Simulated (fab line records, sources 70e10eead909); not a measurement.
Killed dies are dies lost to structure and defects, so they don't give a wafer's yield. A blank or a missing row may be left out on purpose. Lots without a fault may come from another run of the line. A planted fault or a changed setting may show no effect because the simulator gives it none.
Chamber matching | flow nand_harc | NHARC_A_CONTACT_ETCH_110 on rie_diel-11: 4 sister chambers
The step etches the open film in CF4/O2, target depth 60 nm, overetch 6 nm, time 33 s. 8 wafers are shown with their chamber, then 12 later ones without.

WAFERS WITH THEIR CHAMBER
wafer  | chamber | showerhead_plenum_p_Torr (Torr) | drypump_motor_current_A (A)
L082.1 | 3       | 1.40                            | 6.2
L091.1 | 0       | 1.30                            | 5.8
L091.3 | 3       | 1.39                            | 6.2
L090.1 | 1       | 1.35                            | 5.9
L090.4 | 2       | 1.36                            | 5.4
L093.1 | 0       | 1.30                            | 5.7
L093.2 | 2       | 1.36                            | 5.3
L093.4 | 1       | 1.35                            | 6.0

WAFERS WITHOUT THEIR CHAMBER
wafer  | showerhead_plenum_p_Torr (Torr) | drypump_motor_current_A (A)
L095.1 | 1.39                            | 6.2
L095.2 | 1.30                            | 5.8
L095.4 | 1.35                            | 6.0
L094.3 | 1.30                            | 5.8
L094.4 | 1.35                            | 6.0
L094.6 | 1.39                            | 6.2
L097.2 | 1.39                            | 6.2
L097.3 | 1.36                            | 5.4
L097.4 | 1.35                            | 6.0
L096.2 | 1.39                            | 6.2
L096.3 | 1.36                            | 5.4
L096.6 | 1.35                            | 6.0

WHICH CHAMBER EACH WENT THROUGH
wafer  | from the rows above | in truth
L095.1 | 3                   | 3
L095.2 | 0                   | 0
L095.4 | 1                   | 1
L094.3 | 0                   | 0
L094.4 | 1                   | 1
L094.6 | 3                   | 3
L097.2 | 3                   | 3
L097.3 | 2                   | 2
L097.4 | 1                   | 1
L096.2 | 3                   | 3
L096.3 | 2                   | 2
L096.6 | 1                   | 1
Placed correctly: 12 of 12. Can't be placed from these rows: 0. Placed wrongly: 0.
How it was worked out, from the rows above alone: a wafer's distance from a chamber is the root of the sum, over the readings, of the square of ((its reading less the chamber's mean) divided by the reading's scatter). The wafer belongs to the nearest chamber; if the next one is less than 2 further off, it can't be placed. A chamber's mean is the mean of its shown wafers. The scatter: the root of (the sum of the squares of (reading less its chamber's mean) over the shown wafers, divided by (wafers less chambers)).
